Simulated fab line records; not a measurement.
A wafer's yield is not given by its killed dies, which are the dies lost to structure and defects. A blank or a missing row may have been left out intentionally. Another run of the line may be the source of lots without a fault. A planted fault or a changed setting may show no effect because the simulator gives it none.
A struck lot beside a sound one -- flow n5-finfet -- 14 out of 1938 route steps
Sound: wafers L242.2, L242.3, L242.5. Struck: wafer L239.2 (left out: L239.3, L239.5 of the same lot, which were not struck); the cause appears at the end.
For every step that has rows: the tool of each side, followed by ch and its chambers, followed by its first start. Under that, the readings that differ: sound wafers -- struck wafers -- difference of the means -- sigmas: that difference in standard deviations of wafers without a fault.
alike: readings with means less than 2 such deviations apart, plus words and numbers identical on both sides. not compared: withheld readings, readings lacking a value on some wafer, bounds such as >300 that could conceal the same value, and numbers that have no deviation in the record and whose values overlap.
The two part at a step that has a row with sigmas, a row that says differs or no value, or rows on one side only. When numbers do not overlap yet have no deviation, they are printed without sigmas and do not part them. A reading missing from all wafers of one side parts the sides only when that side holds two or more wafers.

first, 5 steps without rows for these wafers: N5_BEOL_M11_EBR_24; N5_BEOL_M11_SOFTBAKE_23 (time 60 s); N5_BEOL_M11_EXPOSE_25 (exposes mask V10); N5_BEOL_M11_PEB_26 (peb time 60 s); N5_BEOL_M11_DEVELOP_27 (develop time 30 s).
N5_BEOL_M11_CD_MEAS_28: the cd target is 70 nm.
  sound on cd-sem-01 ch 0, day 15 13:55; struck on cd-sem-03 ch 0, day 14 10:47
  alike: cd-nm
N5_BEOL_M11_OVL_MEAS_29:
  sound on overlay-01 ch 0, day 15 13:56; struck on overlay-01 ch 0, day 14 10:49
  alike: V10_OVL
N5_BEOL_M11_INSPECT_30: inspects for defects (brightfield).
  sound on defect-inspect-02 at day 15 13:58; struck on defect-inspect-02 at day 14 10:50
  alike: raw-defect-count
N5_BEOL_M11_DESCUM_33: chemistry O2, time 7.9 s.
  sound on rie-diel-02 ch 1,2,3, day 15 16:00; struck on rie-diel-03 ch 0, day 14 10:56
reading,sound,struck,difference,sigmas
showerhead-plenum-p-Torr (Torr),1.99 1.99 2.02,2.17,+0.17,+3
  alike: drypump-motor-current-A, oes-product-au, rf-vpp-V, throttle-valve-pct
  not compared: rf-hours-counter-h
N5_BEOL_M11_ETCH_65: etches SiARC in CF4, target depth 39 nm, time 65 s.
  sound on rie-diel-02 ch 1,2,3, day 15 16:02; struck on rie-diel-03 ch 0, day 14 10:58
reading,sound,struck,difference,sigmas
showerhead-plenum-p-Torr (Torr),2.03 2.04 2.07,2.23,+0.18,+3
  alike: drypump-motor-current-A, etch-rf-on-time-s, oes-product-au, rf-vpp-V, throttle-valve-pct
  not compared: rf-hours-counter-h
N5_BEOL_M11_ETCH_66: etches SOC in N2/H2, target depth 120 nm, overetch 24 nm, time 180 s.
  sound on rie-diel-02 ch 1,2,3, day 15 16:05; struck on rie-diel-03 ch 0, day 14 11:01
reading,sound,struck,difference,sigmas
rf-vpp-V (V),520.1 519.6 520.9,527.7,+7.5,+3
showerhead-plenum-p-Torr (Torr),2.41 2.41 2.45,2.66,+0.24,+3
  alike: drypump-motor-current-A, h2-flow-sccm, oes-product-au, run-length-s, throttle-valve-pct
  not compared: rf-hours-counter-h
then, 1 step without rows for these wafers: N5_BEOL_M11_STRIP_69 (strips in N2/H2).
N5_BEOL_M11_VIA_ETCH_34: etches SiCOH lowk in C4F6/O2, target depth 184.5 nm, time 69.2 s.
  sound on rie-diel-02 ch 1,2,3, day 15 16:13; struck on rie-diel-03 ch 0, day 14 11:08
reading,sound,struck,difference,sigmas
C4F6_flow_sccm (sccm),10.02 9.98 10.05,9.95,-0.07,-2
run-length-s (s),93.0 93.0 92.7,98.7,+5.8,+17
showerhead-plenum-p-Torr (Torr),2.70 2.70 2.76,2.96,+0.24,+3
model.etch.depth-nm (nm),181.1 185.9 185.3,199.2,+15.1,
  alike: drypump-motor-current-A, oes-product-au, rf-vpp-V, throttle-valve-pct
  not compared: rf-hours-counter-h, model.SOC_of_BEOL_M11_COAT_63.thk-nm
then, 1 step without rows for these wafers: N5_BEOL_M11_STRIP_73 (strips in C4F6/O2).

## WHERE THEY PART
First at N5_BEOL_M11_DESCUM_33; last, within this record, at N5_BEOL_M11_VIA_ETCH_34.

WHY: what had been put in by the simulator
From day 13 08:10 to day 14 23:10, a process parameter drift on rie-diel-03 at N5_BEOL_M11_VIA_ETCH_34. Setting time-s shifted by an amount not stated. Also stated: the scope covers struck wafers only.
